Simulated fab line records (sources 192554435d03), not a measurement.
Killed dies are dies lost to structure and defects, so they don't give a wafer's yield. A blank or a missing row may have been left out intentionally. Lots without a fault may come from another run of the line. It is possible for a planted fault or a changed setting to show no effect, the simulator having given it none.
Matching of chambers || flow n5 finfet || 4 sister chambers for N5_BEOL_M4_ETCHBACK_99 on rie diel-03
The step etches SiO2 in CHF3, target depth 5 nm, time 10.4 s. 4 wafers are shown with their chamber, then 9 later ones without.

WAFERS, EACH WITH ITS CHAMBER
{"wafer": "L084.1", "chamber": 0, "drypump motor current A (A)": 5.7}
{"wafer": "L084.4", "chamber": 3, "drypump motor current A (A)": 6.5}
{"wafer": "L089.3", "chamber": 2, "drypump motor current A (A)": 5.3}
{"wafer": "L089.6", "chamber": 1, "drypump motor current A (A)": 5.2}

WAFERS WITHOUT THEIR CHAMBER
{"wafer": "L091.1", "drypump motor current A (A)": 5.1}
{"wafer": "L091.2", "drypump motor current A (A)": 5.3}
{"wafer": "L091.6", "drypump motor current A (A)": 5.1}
{"wafer": "L094.1", "drypump motor current A (A)": 5.3}
{"wafer": "L094.2", "drypump motor current A (A)": 5.7}
{"wafer": "L094.5", "drypump motor current A (A)": 5.2}
{"wafer": "L096.2", "drypump motor current A (A)": 5.2}
{"wafer": "L096.4", "drypump motor current A (A)": 5.7}
{"wafer": "L096.5", "drypump motor current A (A)": 5.2}

CHAMBER TAKEN BY EACH
{"wafer": "L091.1", "from the rows above": 1, "in truth": 1}
{"wafer": "L091.2", "from the rows above": 2, "in truth": 2}
{"wafer": "L091.6", "from the rows above": 1, "in truth": 1}
{"wafer": "L094.1", "from the rows above": 2, "in truth": 2}
{"wafer": "L094.2", "from the rows above": 0, "in truth": 0}
{"wafer": "L094.5", "from the rows above": 1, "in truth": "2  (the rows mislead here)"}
{"wafer": "L096.2", "from the rows above": 1, "in truth": 1}
{"wafer": "L096.4", "from the rows above": 0, "in truth": 0}
{"wafer": "L096.5", "from the rows above": 1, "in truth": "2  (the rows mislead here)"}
Correctly placed: 7 of 9. Left unplaced by these rows: 0. Number placed wrongly: 2.
How it was worked out, from the rows above alone: a wafer's distance from a chamber is the root of the sum, over the readings, of the square of ((its reading less the chamber's mean) divided by the reading's scatter). If the next closest chamber is less than 2 further off than the closest, the wafer can't be placed; otherwise it belongs to the closest. For every chamber, the mean is computed from those of its wafers that are shown. The scatter: with one shown wafer a chamber, the root of the mean of the squares of how far each hidden wafer lies from its nearest shown one.
